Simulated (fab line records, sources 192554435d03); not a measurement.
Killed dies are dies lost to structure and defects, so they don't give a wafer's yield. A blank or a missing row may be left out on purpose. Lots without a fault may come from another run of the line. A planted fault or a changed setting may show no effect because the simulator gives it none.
Which tool did it? | flow n5_finfet | 11 lots, 33 wafers sampled, at 3 steps of a route of 1938

WHAT THE GAUGES READ, wafer by wafer
N5_SD_ACTIVATION_RS_MEAS_03: measures by four-point-probe.
lot  | measured    | on            | RS_SD_N (ohm/sq)
L075 | day 3 17:20 | film_metro-02 | 22.12 22.43 22.29
L077 | day 4 06:08 | film_metro-01 | 21.52 21.55 21.70
L079 | day 4 17:48 | film_metro-01 | 22.11 21.80 22.00
L081 | day 5 03:32 | film_metro-02 | 21.88 21.93 21.79
L083 | day 5 18:24 | film_metro-01 | 21.94 21.91 21.85
L085 | day 6 13:10 | film_metro-02 | 22.10 22.18 22.03
L088 | day 7 07:14 | film_metro-02 | 22.34 22.01 22.26
L090 | day 7 12:07 | film_metro-02 | 21.64 21.97 21.81
L093 | day 8 07:37 | film_metro-02 | 21.82 21.66 21.70
L095 | day 8 17:55 | film_metro-02 | 21.91 21.84 21.45
L097 | day 9 23:13 | film_metro-02 | 21.87 21.53 22.04

WHICH TOOL RAN EACH LOT (tool, then ch and the chambers of the sampled wafers, then the start)
lot  | N5_DUMMY_GATE_STRIP_40            | N5_DUMMY_GATE_ETCH_31
L075 | rie_diel-05 ch 2,3, day 3 04:01   | rie_diel-05 ch 1,2, day 3 04:07
L077 | rie_diel-02 ch 2,3, day 3 17:10   | rie_diel-06 ch 0,1, day 3 17:16
L079 | rie_diel-02 ch 1,2, day 4 06:55   | rie_diel-02 ch 2,3, day 4 07:01
L081 | rie_diel-05 ch 0,1,2, day 4 16:46 | rie_diel-05 ch 0,1,3, day 4 16:52
L083 | rie_diel-02 ch 1,2, day 5 06:49   | rie_diel-02 ch 1,2, day 5 06:55
L085 | rie_diel-02 ch 1,2,3, day 6 02:31 | rie_diel-05 ch 0,1, day 6 02:37
L088 | rie_diel-06 ch 0,1,3, day 6 16:16 | rie_diel-05 ch 1,2, day 6 16:22
L090 | rie_diel-02 ch 0,2,3, day 6 23:53 | rie_diel-05 ch 1,3, day 6 23:59
L093 | rie_diel-02 ch 0,1,2, day 7 20:53 | rie_diel-05 ch 0,1,3, day 7 20:59
L095 | rie_diel-05 ch 0,2, day 8 04:55   | rie_diel-02 ch 0,1, day 8 05:01
L097 | rie_diel-02 ch 0,2, day 8 19:01   | rie_diel-02 ch 1,2, day 8 19:07
- N5_DUMMY_GATE_STRIP_40: strips in CF4.
- N5_DUMMY_GATE_ETCH_31: etches SiO2 in C4F6/O2, target depth 82.5 nm, time 27.5 s.

THE ANSWER, worked out from the rows above alone
Rule: what is usual is taken from the lots themselves. Put in order of their means at a reading, lots are off if they are a third of the lots or fewer, leave a main group of 4 or more, and stand apart from it by a gap of 3 or more times the standard deviation of the main group's means; of several such gaps the widest counts. A main group whose means are all the same, to the digits that the tables above print for the reading, isn't used. A lot without any number at a reading at which 4 lots or more have one is off too. The other lots that the step has rows for count as sound.
No lot is off at any reading shown: from this, nothing can be told.

WHAT THE SIMULATOR HAD PUT IN
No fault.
